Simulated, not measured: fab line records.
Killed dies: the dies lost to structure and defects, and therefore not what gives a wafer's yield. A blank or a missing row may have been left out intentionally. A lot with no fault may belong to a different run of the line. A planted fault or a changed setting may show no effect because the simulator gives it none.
Matching of chambers -- flow n5 finfet -- 4 sister chambers for N5_FIN_SAQP_ETCH_65 on rie si-03
The step etches SiO2 in CF4, target depth 4 nm, time 4.4 s. 22 wafers are shown with their chamber, then 11 later ones without.

## WAFERS WITH THEIR CHAMBER
wafer,chamber,throttle valve pct (%),drypump motor current A (A),oes product au (a.u.)
L074.3,1,22.16,5.3,0.998
L074.4,3,22.22,5.3,1.007
L074.6,3,22.22,5.2,1.002
L075.1,2,22.21,6.3,0.991
L075.2,3,22.21,5.3,1.018
L075.4,1,22.17,5.3,0.999
L077.2,0,21.57,5.4,1.009
L077.5,3,22.22,5.3,1.005
L077.6,0,21.58,5.4,1.022
L081.2,0,21.58,5.4,1.008
L081.3,3,22.21,5.3,0.991
L081.5,0,21.57,5.4,1.023
L082.3,1,22.16,5.3,0.997
L082.4,2,22.19,6.2,1.006
L082.6,1,22.16,5.3,0.995
L086.2,2,22.20,6.3,0.991
L086.5,0,21.57,5.4,1.028
L086.6,1,22.16,5.3,1.002
L091.1,1,22.17,5.3,1.017
L091.2,3,22.23,5.2,1.004
L091.4,2,22.19,6.3,0.990
L094.2,3,22.22,5.3,1.007

SIGNATURES (means of the wafers above)
reading,chamber 0,chamber 1,chamber 2,chamber 3,scatter within a chamber
throttle valve pct,21.5740,22.1633,22.1975,22.2186,0.00672
drypump motor current A,5.400,5.300,6.275,5.271,0.0348
oes product au,1.01800,1.00133,0.99450,1.00486,0.00818
Rule: a wafer lies at a distance from a chamber equal to the root of the sum of squares, over the readings, of (its reading less the chamber's mean, divided by the reading's scatter). If the next closest chamber is less than 2 further off than the closest, the wafer can't be placed; otherwise it belongs to the closest. How the scatter is found: for the shown wafers, subtract from each reading the mean of its chamber, square and add these, divide the total by (wafers less chambers), then take the root.

## WAFERS WITHOUT THEIR CHAMBER
wafer,throttle valve pct (%),drypump motor current A (A),oes product au (a.u.)
L094.3,22.16,5.3,1.017
L094.5,22.23,5.3,1.022
L095.1,22.17,5.3,1.012
L095.2,22.23,5.3,1.009
L095.4,21.58,5.5,1.021
L096.4,22.19,6.3,0.979
L096.5,22.17,5.3,1.012
L096.6,21.55,5.4,1.017
L097.2,22.22,5.2,0.995
L097.4,22.19,6.3,0.970
L097.5,22.19,6.3,0.983

## WHICH CHAMBER EACH WENT THROUGH
wafer,from the rows above,in truth
L094.3,1,1
L094.5,3,3
L095.1,1,1
L095.2,3,3
L095.4,0,0
L096.4,2,2
L096.5,1,1
L096.6,0,0
L097.2,3,3
L097.4,2,2
L097.5,2,2
Correct placement for 11 of the 11. Left unplaced by these rows: 0. 0 placed wrongly.
